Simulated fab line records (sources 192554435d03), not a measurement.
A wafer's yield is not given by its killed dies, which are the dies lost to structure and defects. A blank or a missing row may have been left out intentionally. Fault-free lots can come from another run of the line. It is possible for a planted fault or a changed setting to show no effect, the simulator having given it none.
Chamber matching    flow n5Finfet    aldSin-04 running N5_MOL_CONTACT_COAG_ALD_27: 4 sister chambers
The step deposits SiOC, target thk 17 nm, pulse time 1.5 s, time 2720 s. 4 wafers are shown with their chamber, then 8 later ones without.

## WAFERS, EACH WITH ITS CHAMBER
wafer   chamber  heaterPowerW (W)
L093.1  1        803
L093.4  3        694
L093.6  2        863
L094.1  0        978

## WAFERS WITHOUT THEIR CHAMBER
wafer   heaterPowerW (W)
L094.2  829
L094.3  688
L096.1  792
L096.3  959
L096.5  974
L097.3  686
L097.4  825
L097.6  977

## WHICH CHAMBER EACH ONE RAN IN
wafer   from the rows above      in truth
L094.2  can't be placed: 1 or 2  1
L094.3  3                        3
L096.1  1                        1
L096.3  0                        0
L096.5  0                        0
L097.3  3                        3
L097.4  can't be placed: 1 or 2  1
L097.6  0                        0
6 of 8 placed correctly. Unplaceable from these rows: 2, with the true chamber sitting among the candidates in 2. Placed wrongly: 0.
How it was worked out, from the rows above alone: a wafer's distance from a chamber is the root of the sum, over the readings, of the square of ((its reading less the chamber's mean) divided by the reading's scatter). If the next closest chamber is less than 2 further off than the closest, the wafer can't be placed; otherwise it belongs to the closest. For every chamber, the mean is computed from those of its wafers that are shown. The scatter (one wafer shown for each chamber): square how far every hidden wafer sits from the nearest shown wafer, average those squares and take the square root.
